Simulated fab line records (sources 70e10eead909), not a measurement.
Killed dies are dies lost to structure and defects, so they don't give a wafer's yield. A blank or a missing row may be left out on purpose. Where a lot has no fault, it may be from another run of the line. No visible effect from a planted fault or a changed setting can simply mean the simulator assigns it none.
8D (eight disciplines) problem report, filled in by code    flow nand harc    the parts of the form that need people (team, actions taken, sign-off) are left out

## 1. PROBLEM STATEMENT
Mean of oes product au at NHARC_A_ZERO_WELL_ETCH_13: 0.893 a.u. across 2 wafers in 2 lots; on wafers with no fault it is 0.997 a.u. (standard deviation 0.0099). Measured from the usual mean, that is -11 standard deviations.
The step: etches the open film in HBr/Cl2, target depth 120 nm, time 40.1 s.
The first sign was on wafer L515.1 at day 11 18:16, on rie si-06. Wafers with a number at this step in the record: 38, from 13 lots. Rule for "out", or "out of limits": more than 4 standard deviations from the usual mean. All remaining wafers that have a number are taken as sound.

## 2. WHAT IT IS; WHAT IT IS NOT
question                     is                 is not
which readings at this step  oes product au     drypump motor current A, throttle valve pct
which lots                   L515, L516         L503, L504, L505, L517, L518, L520, L521, L522, L523, L525, L526
which wafers of those lots   L515.1, L516.2     L515.3, L515.4, L516.5
read on which tools          rie si-06          rie si-03, rie si-05
when                         from day 11 18:16  up to then (11 sound wafers); but 25 sound wafers of L516, L517, L518, L520, L521, L522, L523, L525, L526 came after

## 3. THE SUSPECTS, EACH WITH WHAT RULES IT OUT
Counting: any tool at a process step up to the reading remains a suspect provided it ran every lot that is out. Sound lots after the first of them don't rule it out here, since some wafers of a struck lot are sound.
- rie si-06 at NHARC_A_ZERO_WELL_ETCH_13 (etches the open film in HBr/Cl2, target depth 120 nm, time 40.1 s): kept. Every lot that is out went through it, the first being L515 (day 11 18:16); the last sound lot it ran before that was L504 (day 7 08:53). On those wafers its own readings are out: oes product au.
- Within rie si-06 at NHARC_A_ZERO_WELL_ETCH_13: the wafers that are out ran in chamber 1; their sound lot-mates ran in chambers 0, 3.
The count leaves rie si-06 at NHARC_A_ZERO_WELL_ETCH_13.

## 4. THE CAUSE (what the simulator had put in)
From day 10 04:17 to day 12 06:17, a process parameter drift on rie si-06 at NHARC_A_ZERO_WELL_ETCH_13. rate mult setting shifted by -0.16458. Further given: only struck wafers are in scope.
Counting left only this tool.

## 5. THE EFFECT CHAIN, in route order
One row per reading whose mean, taken over the struck wafers that have a number, lies over 3 standard deviations from the usual. Only readings whose record carries a usual standard deviation are examined. hours: median over the lots of the time between each lot's start at the first step of this table that gives one and its start at this step. sigmas: the change, counted in usual standard deviations.
hours  step                       reading         usual       on struck wafers  change  sigmas
0      NHARC_A_ZERO_WELL_ETCH_13  oes product au  0.997 a.u.  0.893             -0.104  -11
Process steps it contains:
- NHARC_A_ZERO_WELL_ETCH_13: etches the open film in HBr/Cl2, target depth 120 nm, time 40.1 s.

## 6. WHAT WOULD HAVE CAUGHT IT SOONER
38 hours passed between the start of the fault at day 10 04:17 and the first reading out of limits in this record, taken at day 11 18:16.
